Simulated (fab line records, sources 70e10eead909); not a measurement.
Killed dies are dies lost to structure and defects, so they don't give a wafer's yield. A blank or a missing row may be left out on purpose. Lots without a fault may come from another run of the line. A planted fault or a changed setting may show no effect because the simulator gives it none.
Chamber matching | flow nand_harc | NHARC_P_GATE_DEP_103 on pecvd-04: 3 sister chambers
The step deposits SiON, target thk 30 nm. 14 wafers are shown with their chamber, then 7 later ones without.

WAFERS WITH THEIR CHAMBER
wafer  | chamber | heater_power_w (W) | heater_power_outer_w (W)
L075.3 | 1       | 850                | 503
L075.4 | 1       | 805                | 494
L075.6 | 0       | 760                | 453
L083.2 | 1       | 888                | 545
L083.3 | 2       | 602                | 369
L083.4 | 0       | 745                | 452
L084.3 | 0       | 749                | 468
L084.5 | 2       | 671                | 420
L084.6 | 0       | 759                | 461
L087.1 | 1       | 817                | 462
L087.4 | 2       | 647                | 413
L087.6 | 1       | 778                | 459
L088.1 | 1       | 840                | 499
L088.2 | 2       | 608                | 363

SIGNATURES (means of the wafers above)
reading              | chamber 0 | chamber 1 | chamber 2 | scatter within a chamber
heater_power_w       | 753.25    | 829.67    | 632.00    | 31.3
heater_power_outer_w | 458.50    | 493.67    | 391.25    | 26.5
Rule: a wafer's distance from a chamber is the root of the sum, over the readings, of the square of ((its reading less the chamber's mean) divided by the reading's scatter). The wafer belongs to the nearest chamber; if the next one is less than 2 further off, it can't be placed. The scatter: the root of (the sum of the squares of (reading less its chamber's mean) over the shown wafers, divided by (wafers less chambers)).

WAFERS WITHOUT THEIR CHAMBER
wafer  | heater_power_w (W) | heater_power_outer_w (W)
L088.3 | 725                | 445
L090.3 | 755                | 433
L090.4 | 750                | 439
L090.6 | 651                | 385
L093.3 | 788                | 490
L093.4 | 797                | 479
L093.5 | 615                | 361

WHICH CHAMBER EACH WENT THROUGH
wafer  | from the rows above     | in truth
L088.3 | 0                       | 0
L090.3 | 0                       | 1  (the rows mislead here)
L090.4 | 0                       | 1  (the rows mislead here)
L090.6 | 2                       | 2
L093.3 | can't be placed: 1 or 0 | 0
L093.4 | can't be placed: 1 or 0 | 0
L093.5 | 2                       | 2
Placed correctly: 3 of 7. Can't be placed from these rows: 2 (the true chamber is among the candidates in 2). Placed wrongly: 2.
